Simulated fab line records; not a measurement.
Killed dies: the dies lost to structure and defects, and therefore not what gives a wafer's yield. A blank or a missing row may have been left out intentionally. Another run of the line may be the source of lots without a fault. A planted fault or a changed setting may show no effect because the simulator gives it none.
A lot that was struck, set against a sound lot / flow n5 finfet / 44 out of 1938 route steps
Sound: the wafers L650.2, L650.4, L650.6. Struck: wafer L664.2 (L664.3, L664.5, from the same lot, were not struck and are left out); the cause is given at the end.
Each step with rows lists, per side, the tool, then ch with its chambers, then its first start. Under that, the readings that differ: sound wafers / struck wafers / difference of the means / sigmas: that difference in standard deviations of wafers without a fault.
alike: readings whose means differ by less than 2 such deviations, and words and numbers that are the same on both sides. not compared: withheld readings, readings that some wafer has no value for, bounds like >300 that may hide the same value, and numbers for which the record gives no deviation and whose values overlap.
Wherever a step has rows on one side only, a row that says differs or no value, or a row with sigmas, the two part there. Numbers that don't overlap but have no deviation are shown without sigmas and don't part them. A reading that every wafer of one side lacks parts them only if that side has two wafers or more.

first, 11 steps without rows for these wafers: N5_BEOL_M4_DESCUM_33 (chemistry O2, time 7 s); N5_BEOL_M4_ETCH_77 (etches underlayer in N2/H2, target depth 6.5 nm, time 5.2 s); N5_BEOL_M4_ETCH_69 (etches SiARC in CF4, target depth 15.6 nm, time 26 s); N5_BEOL_M4_ALD_98 (deposits SiO2, target thk 2.5 nm, pulse time 1 s, co reactant pulse time 1 s); N5_BEOL_M4_ETCHBACK_99 (etches SiO2 in CHF3, target depth 5 nm, time 10.4 s); N5_BEOL_M4_ETCH_70 (etches SOC in N2/H2, target depth 80 nm, overetch 24 nm, time 130 s); N5_BEOL_M4_STRIP_71 (strips in N2/H2); N5_BEOL_M4_STRIP_78 (strips in N2/H2); N5_BEOL_M4_VIA_ETCH_34 (etches the open film in C4F6/O2, target depth 69.4 nm, time 65.9 s); N5_BEOL_M4_STRIP_83 (strips in C4F6/O2); N5_BEOL_M4_STRIP_36 (strips in N2/H2).
N5_BEOL_M4_TRENCH_ETCH_37: etches SiOC in C4F6/O2, target depth 55.555 nm, time 29.2 s.
  sound on rie diel-02 ch 1,2, day 9 14:44; struck on rie diel-02 ch 2, day 12 21:01
reading=rf fwd power W (W); sound=349.8 351.7 349.7; struck=263.5; difference=-86.9; sigmas=-51
reading=rf vpp V (V); sound=657 665 657; struck=766; difference=+106; sigmas=+20
reading=model.etch.depth nm (nm); sound=54.98 55.43 55.31; struck=49.33; difference=-5.91; sigmas=
reading=model.BEOL_M4.feature depth nm (nm); sound=55 55.4 55.4; struck=49.4; difference=-5.9; sigmas=
  alike: O2_flow_sccm, drypump motor current A, oes product au, showerhead plenum p Torr, throttle valve pct
  not compared: rf hours counter h
then, 2 steps without rows for these wafers: N5_BEOL_M4_ETCH_41 (etches SiCN in CH3F/O2, target depth 29.9 nm, time 52.5 s); N5_BEOL_M4_STRIP_97 (strips in N2/H2, time 10 s).
N5_BEOL_M4_OCD_MEAS_38:
  sound on ocd-01 at day 9 14:53; struck on ocd-01 at day 12 21:11
reading=trench depth nm (nm); sound=54.7 55.4 55.5; struck=49.0; difference=-6.2; sigmas=-8
then, 25 steps without rows for these wafers: N5_BEOL_M4_HM_STRIP_39 (strips TiN in peroxide tin strip, target depth 25 nm, time 158 s); N5_BEOL_M4_SRD_40 (time 30 s); N5_BEOL_M4_PRECLEAN_42 (cleans in residue remover, time 60 s); N5_BEOL_M4_SRD_43 (time 30 s); N5_BEOL_M4_DEGAS_44 (time 60 s); N5_BEOL_M4_PRE_CLEAN_45 (time 30 s); N5_BEOL_M4_ALD_84 (deposits TaN, pulse time 2 s, purge time 3 s, co reactant purge time 2 s); N5_BEOL_M4_SURFACE_TREAT_85; N5_BEOL_M4_CVD_47 (deposits Co from CCTBA/H2, target thk 3 nm, time 223.8 s); N5_BEOL_M4_SPUTTER_48 (material Cu, target thk 4.5 nm, time 8.29 s); N5_BEOL_M4_ANNEAL_49 (time 240 s); N5_BEOL_M4_SPUTTER_79 (material Cu, target thk 4.5 nm, time 8.29 s); N5_BEOL_M4_ANNEAL_80 (time 240 s); N5_BEOL_M4_SPUTTER_81 (material Cu, target thk 4.5 nm, time 8.29 s); N5_BEOL_M4_ANNEAL_82 (time 240 s); N5_BEOL_M4_SPUTTER_86 (material Cu, target thk 4.5 nm, time 8.29 s); N5_BEOL_M4_ANNEAL_87 (time 240 s); N5_BEOL_M4_SPUTTER_88 (material Cu, target thk 4.5 nm, time 8.29 s); N5_BEOL_M4_ANNEAL_89 (time 240 s); N5_BEOL_M4_SPUTTER_90 (material Cu, target thk 4.5 nm, time 8.29 s); N5_BEOL_M4_ANNEAL_91 (time 240 s); N5_BEOL_M4_SPUTTER_92 (material Cu, target thk 4.5 nm, time 8.29 s); N5_BEOL_M4_ANNEAL_93 (time 240 s); N5_BEOL_M4_SPUTTER_94 (material Cu, target thk 4.5 nm, time 8.29 s); N5_BEOL_M4_ANNEAL_95 (time 240 s).
N5_BEOL_M4_CMP_52: polishes, stops on SiOC, t overpolish 6.8 s, target thk 40 nm.
  sound on cmp-02 ch 0,1,3, day 9 18:16; struck on cmp-02 ch 3, day 13 00:26
reading=model.Cu_of_BEOL_M4_ECD_50.thk nm (nm); sound=39.8 39.8 40.2; struck=32.4; difference=-7.5; sigmas=
  alike: barrier field endpoint s, clearing platen down force psi, motor current A, overpolish run s, time to endpoint s
N5_BEOL_M4_THK_MEAS_53: measures by xrf.
  sound on film metro-02 at day 9 18:29; struck on film metro-02 at day 13 00:40
reading=M4_THK (nm); sound=39.7 39.7 40.4; struck=32.3; difference=-7.6; sigmas=-6
N5_BEOL_M4_RS_MEAS_58: the measuring method here is four-point-probe.
  sound on film metro-02 at day 9 18:46; struck on film metro-02 at day 13 00:55
reading=M4_RS (ohm/sq); sound=0.675 0.674 0.662; struck=0.881; difference=+0.211; sigmas=+8
N5_BEOL_M4_RC_MEAS_101:
  sound on prober-02 ch 0, day 9 18:59; struck on prober-02 ch 0, day 13 01:07
reading=SERP_M4 (ohm/um); sound=200 206 209; struck=253; difference=+48; sigmas=+4
reading=SERP_M4_max_site (ohm/um); sound=216 224 226; struck=281; difference=+59; sigmas=+4
  alike: DIBL_N, DIBL_P, IOFF_N, IOFF_P, ION_N, ION_P, SS_N, SS_P, VT_N, VT_P

WHERE THEY PART
First at N5_BEOL_M4_TRENCH_ETCH_37; last, within this record, at N5_BEOL_M4_RC_MEAS_101.

WHY: whatever the simulator had introduced
rie diel-02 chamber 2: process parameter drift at N5_BEOL_M4_TRENCH_ETCH_37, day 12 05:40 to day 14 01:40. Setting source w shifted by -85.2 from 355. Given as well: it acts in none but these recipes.
